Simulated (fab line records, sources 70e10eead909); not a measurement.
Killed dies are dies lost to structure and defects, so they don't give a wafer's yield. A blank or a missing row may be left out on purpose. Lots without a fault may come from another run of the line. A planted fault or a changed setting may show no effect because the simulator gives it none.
fab line records | flow nand_harc
record lots=15 wafers=45 last_day=24
route steps=1159 shown A_BLC@979 A_M0@1008
lots that met no fault: from a run of the same line without faults
start_h: hours from the record's first day to the start of the lot's first wafer shown | wait_h: hours since the lot's step before | " the same as in the row above | L1.1+2: a row that stands for several wafers | - no value, or no start given | * or withheld: withheld | < > ~ a bound
route shown NAME@n: a module of which the file shows steps, and the number in the route of the first | usual: mean/standard deviation of fault-free wafers | same: alike in all rows | chamber/n: place in a boat | sites: the reading at each site | _std_site: their standard deviation | _edge_site: outer sites' mean less inner sites' | radius_mm: how far each site lies from the wafer's centre | mask NAME#n: copy n | behind: the tool/chamber that last shaped the wafer | hold: why the lot was held/for how many hours/how that ended | device: the transistor (n, p or np) that didn't switch | end of line: the same wafers' tests at the end of the route | a step without rows: its recipe alone | killed: dies lost to structure and defects at the first sort, not the wafer's yield | map: a wafer's dies, x killed, . not, _ none there
set.NAME: the setting as run; set.NAME@STEP: as run at that earlier step | model.NAME: the simulator's own value behind a step, which no gauge read
steps of the route over a sample of lots; a table a step, a row a wafer
services: from which hour (start_h, from the record's first day; less than 0 if before it) a tool's chamber was out of use, for how many hours, and why
## steps
# step NHARC_A_BLC_ETCH_17
# recipe target_depth_a=3900 over_etch_frac=0.25 time_s=609.38 ion_energy_ev=200 n2_flow_sccm=150 h2_flow_sccm=150 ar_flow_sccm=0 rf_w=400 bias_w=150 chemistry=N2/H2
# usual bias_w=150.0/0.49 chamber_pressure_mTorr=30.000/0.029 drypump_motor_current_A=5.5/0.45 oes_product_au=1.003/0.013 rf_vpp_V=430.8/2.6 showerhead_plenum_p_Torr=2.05/0.09 throttle_valve_pct=14.172/0.0086
# columns lot.wafer tool chamber start_h wait_h bias_w chamber_pressure_mTorr drypump_motor_current_A oes_product_au rf_hours_counter_h rf_vpp_V showerhead_plenum_p_Torr throttle_valve_pct
L959.1 rie_diel-06 2 - - 150.5 29.989 5.8 0.981 13 432.5 2.17 14.171
L959.2 " 3 " " 150.4 30.049 5.4 1.026 15 430.4 2.04 14.168
L959.3 " 0 " " 150.2 30.005 5.0 1.011 15 428.6 1.96 14.172
L960.2 rie_diel-06 2 - - 150.4 30.008 5.8 0.983 15 434.3 2.17 14.180
L960.1 " 3 " " 151.1 30.009 5.4 1.026 16 431.2 2.04 14.162
L960.4 " 3 " " 150.6 30.011 5.4 1.019 - 429.0 2.04 14.173
L962.4 rie_diel-12 1 - - 150.4 29.949 5.5 0.996 2 429.2 2.00 14.167
L962.3 " 3 " " 149.9 29.986 4.9 1.021 2 427.4 1.89 14.182
L962.6 " 1 " " 150.5 30.049 5.5 0.996 - 430.3 2.00 14.174
L961.3 rie_diel-06 2 - - 149.9 29.991 5.8 0.976 16 433.1 2.17 14.160
L961.1 " 3 " " 150.2 30.044 5.4 1.009 17 431.4 2.04 14.163
L961.6 " 3 " " 149.9 30.079 5.4 1.019 - 430.8 2.04 14.178
L964.2 rie_diel-12 0 - - 150.1 30.004 5.9 0.984 4 434.0 2.16 14.183
L964.4 " 3 " " 149.9 30.042 4.8 1.018 4 426.4 1.89 14.160
L964.6 " 0 " " 151.5 30.050 5.9 0.989 - 433.7 2.16 14.165
L967.1 rie_diel-12 0 - - 150.4 30.006 5.9 1.000 8 433.5 2.16 14.160
L967.4 " 3 " " 149.7 29.965 4.9 1.022 7 426.7 1.89 14.177
L967.5 " 1 " " 149.8 30.036 5.5 0.989 - 429.5 1.99 14.180
L971.3 rie_diel-06 0 - - 149.6 29.982 5.0 1.006 4 429.0 1.96 14.180
L971.2 " 1 " " 149.9 30.013 5.4 0.986 4 431.2 2.07 14.186
L971.1 " 2 " " 150.0 30.035 5.8 1.010 4 433.3 2.16 14.173
L970.1 rie_diel-06 0 - - 150.2 29.990 5.0 1.017 4 428.4 1.96 14.160
L970.3 " 1 " " 150.1 30.065 5.4 0.994 5 431.4 2.07 14.173
L970.4 " 2 " " 149.5 30.018 5.8 1.015 - 434.3 2.16 14.167
L973.1 rie_diel-02 3 - - 149.2 29.971 5.5 0.991 50 427.9 1.95 14.159
L973.2 " 0 " " 149.9 29.974 4.9 1.008 54 433.3 2.17 14.191
L973.5 " 1 " " 149.6 30.016 6.6 0.997 - 433.9 2.11 14.163
L974.3 rie_diel-12 0 - - 150.3 30.032 5.9 1.000 9 434.5 2.16 14.174
L974.2 " 1 " " 150.4 30.003 5.5 0.982 10 428.6 1.99 14.193
L974.6 " 3 " " 149.4 29.979 4.8 1.009 - 426.7 1.89 14.169
L975.2 rie_diel-06 0 - - 150.1 29.976 5.0 0.995 6 428.5 1.96 14.165
L975.1 " 2 " " 149.9 29.970 5.8 1.013 6 435.2 2.16 14.169
L975.5 " 1 " " 150.1 30.014 5.4 0.982 - 431.1 2.06 14.170
L976.4 rie_diel-06 3 - - 150.2 30.007 5.4 1.002 5 430.6 2.04 14.178
L976.2 " 1 " " 150.5 29.975 5.4 0.977 7 431.9 2.06 14.189
L976.6 " 3 " " 150.7 30.003 5.4 1.001 - 429.1 2.04 14.174
L978.2 rie_diel-06 3 - - 150.3 29.955 5.4 1.002 5 430.7 2.04 14.152
L978.5 " 2 " " 149.8 29.969 5.8 1.016 - 433.2 2.16 14.157
L978.6 " 3 " " 150.7 30.050 5.4 0.992 - 430.1 2.04 14.165
L982.4 rie_diel-06 2 - - 149.4 30.021 5.8 1.019 10 434.0 2.16 14.173
L982.1 " 0 " " 150.1 29.982 5.0 1.018 10 427.4 1.96 14.179
L982.6 " 2 " " 149.5 30.001 5.8 1.007 - 434.0 2.16 14.184
L980.2 rie_diel-06 0 - - 149.5 29.998 5.0 1.016 11 429.9 1.96 14.182
L980.1 " 1 " " 149.9 30.048 5.5 0.974 11 431.6 2.06 14.164
L980.5 " 2 " " 150.3 30.008 5.8 1.016 - 432.6 2.16 14.171
# step NHARC_A_BLC_CD_MEAS_19
# usual cd_nm=99.9/2.5
# columns lot.wafer tool chamber start_h wait_h cd_nm
L959.1 cd_sem-02 - 385.32 - 98.2
L959.2 " - " " 97.7
L959.3 " - " " 99.1
L960.1 cd_sem-01 - 394.45 - 93.3
L960.2 " - " " 95.2
L960.4 " - " " 97.0
L962.3 cd_sem-03 - 402.83 - 104.7
L962.4 " - " " 97.5
L962.6 " - " " 100.8
L961.1 cd_sem-02 - 403.69 - 100.6
L961.3 " - " " 96.9
L961.6 " - " " 98.3
L964.2 cd_sem-03 - 422.58 - 102.1
L964.4 " - " " 96.7
L964.6 " - " " 102.4
L967.1 cd_sem-01 - 457.88 - 99.6
L967.4 " - " " 105.4
L967.5 " - " " 102.7
L971.1 cd_sem-01 - 470.90 - 100.6
L971.2 " - " " 98.2
L971.3 " - " " 99.9
L970.1 cd_sem-02 - 471.73 - 99.5
L970.3 " - " " 99.0
L970.4 " - " " 97.6
L973.1 cd_sem-03 - 472.12 - 97.6
L973.2 " - " " 101.0
L973.5 " - " " 97.6
L974.2 cd_sem-02 - 476.08 - 103.0
L974.3 " - " " 99.3
L974.6 " - " " 105.0
L975.1 cd_sem-01 - 480.99 - 100.2
L975.2 " - " " 99.3
L975.5 " - " " 97.7
L976.2 cd_sem-03 - 497.17 - 97.9
L976.4 " - " " 97.8
L976.6 " - " " 96.7
L978.2 cd_sem-01 - 498.56 - 98.4
L978.5 " - " " 98.7
L978.6 " - " " 97.0
L982.1 cd_sem-01 - 518.53 - 104.6
L982.4 " - " " 101.1
L982.6 " - " " 100.6
L980.1 cd_sem-03 - 524.35 - 102.0
L980.2 " - " " 103.0
L980.5 " - " " 97.3
# step NHARC_A_M0_ETCH_34
# recipe target_depth_a=400 overetch_a=120 time_s=43.94 ion_energy_ev=200 n2_flow_sccm=150 h2_flow_sccm=150 ar_flow_sccm=0 rf_w=400 bias_w=150 chemistry=N2/H2
# usual bias_w=150.0/0.43 chamber_pressure_mTorr=30.00/0.035 drypump_motor_current_A=5.8/0.51 oes_product_au=0.996/0.012 rf_vpp_V=429.2/2.2 showerhead_plenum_p_Torr=1.99/0.073 throttle_valve_pct=14.172/0.0087
# columns lot.wafer tool chamber start_h wait_h bias_w chamber_pressure_mTorr drypump_motor_current_A oes_product_au rf_hours_counter_h rf_vpp_V showerhead_plenum_p_Torr throttle_valve_pct
L959.3 rie_diel-01 1 393.15 0.1 150.4 30.03 5.6 1.002 4 427.8 1.93 14.163
L959.1 " 2 " " 150.5 29.98 6.2 1.022 5 434.0 2.11 14.168
L959.2 " 0 " " 150.5 30.06 5.2 1.005 5 427.1 1.93 14.174
L960.4 rie_diel-09 0 401.58 0.1 150.2 30.03 5.7 0.989 8 429.0 1.98 14.179
L960.2 " 2 " " 150.2 29.98 6.5 0.977 8 427.7 1.96 14.172
L960.1 " 3 " " 149.8 30.00 5.2 0.991 8 428.7 1.90 14.172
L962.3 rie_diel-09 2 406.96 0.1 149.8 30.00 6.5 0.981 8 426.5 1.96 14.191
L962.4 " 1 " " 149.6 30.05 6.7 1.014 10 428.1 1.91 14.160
L962.6 " 3 " " 150.0 30.04 5.2 0.984 - 427.4 1.90 14.161
L961.1 rie_diel-09 1 407.42 0.1 150.4 29.95 6.7 1.005 10 427.2 1.91 14.160
L961.3 " 2 " " 149.2 30.04 6.5 0.971 9 425.5 1.96 14.163
L961.6 " 1 " " 150.3 29.97 6.7 1.010 - 425.6 1.91 14.159
L964.2 rie_diel-05 2 429.08 0.1 149.8 29.97 6.2 0.978 5 430.7 2.01 14.183
L964.4 " 3 " " 149.8 30.03 6.1 0.993 6 430.2 1.99 14.162
L964.6 " 2 " " 150.2 29.99 6.2 0.977 - 429.4 2.01 14.171
L967.4 rie_diel-05 1 461.10 0.1 150.4 30.00 5.5 0.993 8 429.4 1.98 14.165
L967.1 " 0 " " 149.7 30.27 5.3 1.015 9 433.6 2.15 14.182
L967.5 " 2 " " 149.4 30.00 6.2 0.991 - 430.1 2.01 14.164
L971.3 rie_diel-05 2 474.19 0.2 149.8 30.02 6.2 0.994 9 428.9 2.01 14.167
L971.2 " 3 " " 150.7 30.00 6.1 0.977 10 429.1 1.98 14.159
L971.1 " 1 " " 149.8 30.00 5.5 0.992 9 427.8 1.98 14.173
L970.4 rie_diel-01 2 474.95 0.1 149.3 29.97 6.3 1.016 13 433.3 2.10 14.183
L970.1 " 3 " " 150.2 30.01 5.4 1.010 12 429.9 2.03 14.176
L970.3 " 0 " " 150.4 30.01 5.2 0.983 10 427.2 1.92 14.168
L973.1 rie_diel-05 3 475.27 0.1 150.7 29.97 6.0 0.982 10 429.9 1.98 14.172
L973.2 " 2 " " 149.9 30.04 6.3 0.972 9 429.1 2.01 14.173
L973.5 " 3 " " 150.2 30.01 6.0 0.979 - 429.8 1.98 14.175
L974.3 rie_diel-01 0 479.25 0.1 149.6 29.96 5.2 1.003 10 427.3 1.92 14.162
L974.2 " 3 " " 150.1 30.04 5.4 1.003 13 429.4 2.03 14.163
L974.6 " 1 " " 149.8 30.01 5.6 0.995 - 426.9 1.93 14.176
L975.1 rie_diel-05 3 493.09 0.1 150.0 30.03 6.0 0.983 11 428.6 1.98 14.173
L975.2 " 0 " " 149.8 29.99 5.2 1.004 11 434.7 2.15 14.193
L975.5 " 2 " " 150.5 30.01 6.2 0.991 - 431.0 2.01 14.169
L976.2 rie_diel-09 3 502.62 0.1 150.7 29.94 5.2 1.012 5 426.8 1.90 14.166
L976.4 " 0 " " 151.3 30.03 5.7 0.990 5 429.1 1.98 14.180
L976.6 " 3 " " 150.4 30.00 5.2 1.004 - 426.8 1.90 14.176
L978.2 rie_diel-01 0 502.85 0.1 149.1 29.97 5.2 0.994 0 426.6 1.92 14.160
L978.6 " 2 " " 149.9 30.00 6.2 1.018 - 432.8 2.10 14.187
L978.5 " 3 " " 150.0 29.96 5.4 0.999 - 430.2 2.03 14.195
L982.1 rie_diel-01 2 528.48 0.1 150.1 30.02 6.2 1.008 1 432.7 2.10 14.164
L982.4 " 0 " " 149.9 29.99 5.2 0.976 - 427.5 1.92 14.173
L982.6 " 0 " " 150.1 29.98 5.2 0.982 - 428.1 1.92 14.166
L980.1 rie_diel-05 0 535.91 0.1 149.9 30.01 5.2 0.998 1 433.0 2.15 14.184
L980.2 " 2 " " 150.1 30.00 6.2 0.991 0 430.6 2.01 14.161
L980.5 " 0 " " 150.5 30.06 5.2 0.996 - 433.8 2.15 14.185
# step NHARC_A_M0_ETCH_15
# recipe target_depth_a=1500 overetch_a=150 time_s=82.5 c4f8_flow_sccm=withheld ar_flow_sccm=400 rf_w=600 bias_w=300 chemistry=C4F8/Ar
# usual bias_w=300.0/0.92 chamber_pressure_mTorr=24.998/0.025 oes_product_au=0.951/0.025 rf_vpp_V=439.3/2.2
# columns lot.wafer tool chamber start_h wait_h bias_w chamber_pressure_mTorr oes_product_au rf_hours_counter_h rf_vpp_V
L959.2 rie_diel-01 2 393.24 - 300.3 24.966 0.989 5 443.4
L959.1 " 3 " " 299.1 25.038 0.974 5 439.9
L959.3 " 1 " " 300.6 25.055 0.977 4 439.6
L960.1 rie_diel-09 0 401.66 - 299.5 24.985 0.972 8 439.4
L960.2 " 1 " " 301.3 25.009 0.970 9 437.9
L960.4 " 2 " " 297.5 25.006 0.929 8 438.6
L962.4 rie_diel-09 0 407.05 - 300.3 25.019 0.915 9 439.4
L962.3 " 1 " " 300.5 24.985 0.937 10 438.4
L962.6 " 0 " " 299.8 25.041 0.926 - 440.0
L961.1 rie_diel-09 3 407.52 - 300.0 25.005 0.913 9 436.5
L961.3 " 0 " " 300.2 25.005 0.929 9 438.9
L961.6 " 2 " " 300.0 25.004 0.908 - 438.6
L964.4 rie_diel-05 0 429.17 - 299.2 24.981 0.966 6 444.0
L964.2 " 1 " " 300.1 24.997 0.942 6 440.4
L964.6 " 0 " " 299.9 25.012 0.964 - 444.0
L967.1 rie_diel-05 3 461.18 - - - - - -
L967.4 " 2 " " - - - - -
L967.5 " 3 " " - - - - -
L971.1 rie_diel-05 2 474.28 - - - - - -
L971.3 " 3 " " - - - - -
L971.2 " 1 " " - - - - -
L970.1 rie_diel-01 2 475.04 - - - - - -
L970.3 " 3 " " - - - - -
L970.4 " 0 " " - - - - -
L973.2 rie_diel-05 0 475.38 - 299.9 24.944 0.927 10 444.0
L973.1 " 1 " " 298.8 25.032 0.913 9 438.5
L973.5 " 3 " " 299.3 24.981 0.906 - 439.5
L974.2 rie_diel-01 1 479.35 - 299.6 24.955 0.930 12 437.7
L974.3 " 3 " " 300.1 25.018 0.943 13 440.5
L974.6 " 0 " " 299.6 25.007 0.920 - 437.3
L975.2 rie_diel-05 2 493.16 - 300.4 24.951 0.964 10 439.5
L975.1 " 1 " " 298.9 24.974 0.962 11 438.0
L975.5 " 2 " " 298.6 25.000 0.958 - 440.8
L976.4 rie_diel-09 0 502.70 - 301.3 25.000 0.957 5 440.1
L976.2 " 3 " " 298.5 24.991 0.970 5 436.4
L976.6 " 1 " " 298.9 25.016 0.996 - 436.5
L978.2 rie_diel-01 3 502.92 - 300.0 24.993 0.981 0 439.5
L978.5 " 3 " " 299.7 25.017 0.969 - 439.9
L978.6 " 0 " " 299.0 25.044 0.964 - 437.7
L982.1 rie_diel-01 0 528.60 0.1 299.7 25.028 0.913 2 436.3
L982.4 " 2 " " 299.8 24.964 0.962 - 442.6
L982.6 " 2 " " 299.6 25.002 0.949 - 443.2
L980.2 rie_diel-05 0 536.01 - 300.8 24.994 0.953 1 443.6
L980.1 " 1 " " 299.7 24.972 0.978 0 439.8
L980.5 " 2 " " 299.1 24.968 0.970 - 439.1
## services
# columns tool chamber start_h hours kind
rie_diel-09 3 361.10 2.5 repair
rie_diel-12 - 364.80 0.3 repair
rie_diel-12 2 370.48 19.1 repair
rie_diel-05 0 374.10 - clean
rie_diel-05 1 374.10 - clean
rie_diel-05 2 374.10 - clean
rie_diel-09 - 377.35 0.6 repair
rie_diel-12 - 379.47 9.0 pm
rie_diel-06 3 387.70 2.5 repair
rie_diel-06 1 390.71 3.5 repair
rie_diel-02 1 414.30 18.2 repair
rie_diel-06 - 416.99 2.3 repair
rie_diel-06 - 419.30 9.0 pm
rie_diel-01 0 428.35 2.5 repair
rie_diel-09 - 431.10 9.0 pm
rie_diel-06 3 454.55 16.7 repair
rie_diel-12 - 458.11 0.2 repair
rie_diel-01 - 491.86 9.0 pm
rie_diel-02 - 505.92 9.0 pm
rie_diel-12 3 508.71 1.9 repair
rie_diel-02 1 516.14 4.4 repair
rie_diel-05 - 517.60 9.0 pm
rie_diel-01 1 526.66 2.9 repair
rie_diel-01 3 527.39 5.3 repair
## key
first_sign step=NHARC_A_M0_ETCH_15 reading=tool_record direction=missing
effect none on later readings
met_at NHARC_A_M0_ETCH_15
struck_lots L967,L970,L971
later_rows_left_out L967.1,L967.4,L967.5,L970.1,L970.3,L970.4,L971.1,L971.2,L971.3
sort_left_out L967.1,L967.4,L967.5,L970.1,L970.3,L970.4,L971.1,L971.2,L971.3
not_acting_at NHARC_A_BLC_ETCH_17,NHARC_A_BLC_CD_MEAS_19,NHARC_A_M0_ETCH_34
onset_between 429.17 461.18
fault kind=skipped_step_whole tool=rie_diel-01,rie_diel-05 chamber=- onset_h=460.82 steps=NHARC_A_M0_ETCH_15 scope=struck_lots_only
# sort_left_out: the simulated sort isn't trusted on such a fault, so these wafers' sort isn't shown, and their yield isn't known
# later_rows_left_out: the simulator's readings of these wafers behind a module that went badly wrong aren't trusted and aren't shown, but for the sort
